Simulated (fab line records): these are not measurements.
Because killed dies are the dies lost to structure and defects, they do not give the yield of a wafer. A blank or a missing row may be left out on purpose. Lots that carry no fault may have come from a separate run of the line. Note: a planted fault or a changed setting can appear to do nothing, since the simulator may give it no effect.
Split-lot study | flow n5_finfet | 7 lots, 39 wafers read, on a route of 1938 steps

THE SPLIT
At N5_HKMG_FIN_EXPOSE_09 (exposes mask NWFM), the setting dose_mj was moved away from the recipe's 39.25 on 12 of the 39 wafers read, by -4.7% to +4.3%. For the rest of the wafers, this setting stayed at what the recipe calls for.

FROM THE SPLIT TO THE READING: what the file shows between them, 2 steps
- N5_HKMG_FIN_PEB_10: peb time 60 s
- N5_HKMG_FIN_DEVELOP_11: develop time 30 s

THE READING
cd_nm, in nm, at N5_HKMG_FIN_CD_MEAS_12 (target cd 92.8 nm). Fault-free wafers of this fab line usually give 93.3 nm, standard deviation 0.61 nm.

wafer  | tool, chamber at the split | dose_mj as run | against the recipe | cd_nm, nm | against lot-mates on the recipe
L075.1 | arfi_scanner-03, 0         | 39.25          | recipe             | 93.7      | -
L075.2 | arfi_scanner-03, 0         | 39.25          | recipe             | 92.9      | -
L075.3 | arfi_scanner-03, 0         | 39.25          | recipe             | 92.9      | -
L075.4 | arfi_scanner-03, 0         | 39.25          | recipe             | 94.0      | -
L075.5 | arfi_scanner-03, 0         | 39.25          | recipe             | 93.1      | -
L075.6 | arfi_scanner-03, 0         | 39.25          | recipe             | 93.3      | -
L077.1 | arfi_scanner-03, 0         | 39.25          | recipe             | 93.8      | -
L077.2 | arfi_scanner-03, 0         | 37.84          | -3.6%              | 90.8      | -2.5
L077.3 | arfi_scanner-03, 0         | 39.25          | recipe             | 93.5      | -
L077.4 | arfi_scanner-03, 0         | 37.84          | -3.6%              | 90.0      | -3.3
L077.5 | arfi_scanner-03, 0         | 39.25          | recipe             | 92.7      | -
L077.6 | arfi_scanner-03, 0         | 37.84          | -3.6%              | 90.5      | -2.8
L078.1 | arfi_scanner-03, 0         | 37.39          | -4.7%              | 90.3      | -2.2
L078.2 | arfi_scanner-03, 0         | 37.39          | -4.7%              | 89.2      | -3.3
L078.3 | arfi_scanner-03, 0         | 39.25          | recipe             | 93.4      | -
L078.4 | arfi_scanner-03, 0         | 39.25          | recipe             | 91.5      | -
L078.5 | arfi_scanner-03, 0         | 39.25          | recipe             | 92.5      | -
L078.6 | arfi_scanner-03, 0         | 37.39          | -4.7%              | 89.7      | -2.8
L079.1 | arfi_scanner-02, 0         | 39.25          | recipe             | 93.5      | -
L079.2 | arfi_scanner-02, 0         | 40.92          | +4.3%              | 96.2      | +2.9
L079.3 | arfi_scanner-02, 0         | 39.25          | recipe             | 92.8      | -
L079.4 | arfi_scanner-02, 0         | 40.92          | +4.3%              | 96.7      | +3.4
L079.5 | arfi_scanner-02, 0         | 40.92          | +4.3%              | 95.1      | +1.8
L079.6 | arfi_scanner-02, 0         | 39.25          | recipe             | 93.5      | -
L080.1 | arfi_scanner-03, 0         | 39.25          | recipe             | 93.0      | -
L080.2 | arfi_scanner-03, 0         | 39.25          | recipe             | 93.5      | -
L080.3 | arfi_scanner-03, 0         | 39.25          | recipe             | 94.4      | -
L080.4 | arfi_scanner-03, 0         | 39.25          | recipe             | 92.7      | -
L080.5 | arfi_scanner-03, 0         | 39.25          | recipe             | 92.7      | -
L080.6 | arfi_scanner-03, 0         | 39.25          | recipe             | 93.5      | -
L082.2 | arfi_scanner-03, 0         | 39.25          | recipe             | 94.2      | -
L082.3 | arfi_scanner-03, 0         | 39.25          | recipe             | 93.9      | -
L082.4 | arfi_scanner-03, 0         | 39.25          | recipe             | 94.3      | -
L084.1 | arfi_scanner-01, 0         | 39.25          | recipe             | 92.7      | -
L084.2 | arfi_scanner-01, 0         | 38.18          | -2.7%              | 91.5      | -1.2
L084.3 | arfi_scanner-01, 0         | 39.25          | recipe             | 91.7      | -
L084.4 | arfi_scanner-01, 0         | 38.18          | -2.7%              | 91.1      | -1.6
L084.5 | arfi_scanner-01, 0         | 39.25          | recipe             | 93.6      | -
L084.6 | arfi_scanner-01, 0         | 38.18          | -2.7%              | 91.2      | -1.5

THE FIT
A straight line over all 39 wafers: cd_nm changes by +0.713 nm for each +1% of dose_mj; r = +0.92; the points scatter about the line by 0.65 nm.
The same after taking each lot's own level away (the mean of its wafers on the recipe; 39 wafers): +0.638 nm for each +1%; r = +0.92; scatter 0.57 nm.
Per that fit: largest dose_mj move, reading shift of 3 nm.
The span of the lots' own levels, 92.47 to 94.13 nm, comes to 2.7 times the standard deviation stated above.
Hence the slope depends on the lot-to-lot level, as the two fits are not the same.
Check: -3.15 nm against its lot-mates is what the line predicts for one of the wafers moved furthest among these (-4.7%) when that wafer is left out of the fit. Against them it came out at -2.17 nm.

THESE WAFERS: OTHER SPLITS
Before the reading, these wafers also passed through other splits. Each is held against what the fit with the lots' levels taken away leaves over:
other split on the same wafers   | wafers away from the commonest value | r with cd_nm (lot level and that fit taken away)
N5_DUMMY_GATE_ETCH_37 source_w   | 15                                   | +0.00
N5_SD_EPI_N_EPI_21 pressure_torr | 30                                   | +0.10
N5_SD_EPI_P_ETCH_36 bias_w       | 15                                   | -0.25
N5_HKMG_FIN_ETCH_58 bias_w       | 18                                   | +0.24

FILE'S OWN FIT
cd_nm changes by +0.636 nm for each +1% of dose_mj, r = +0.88.
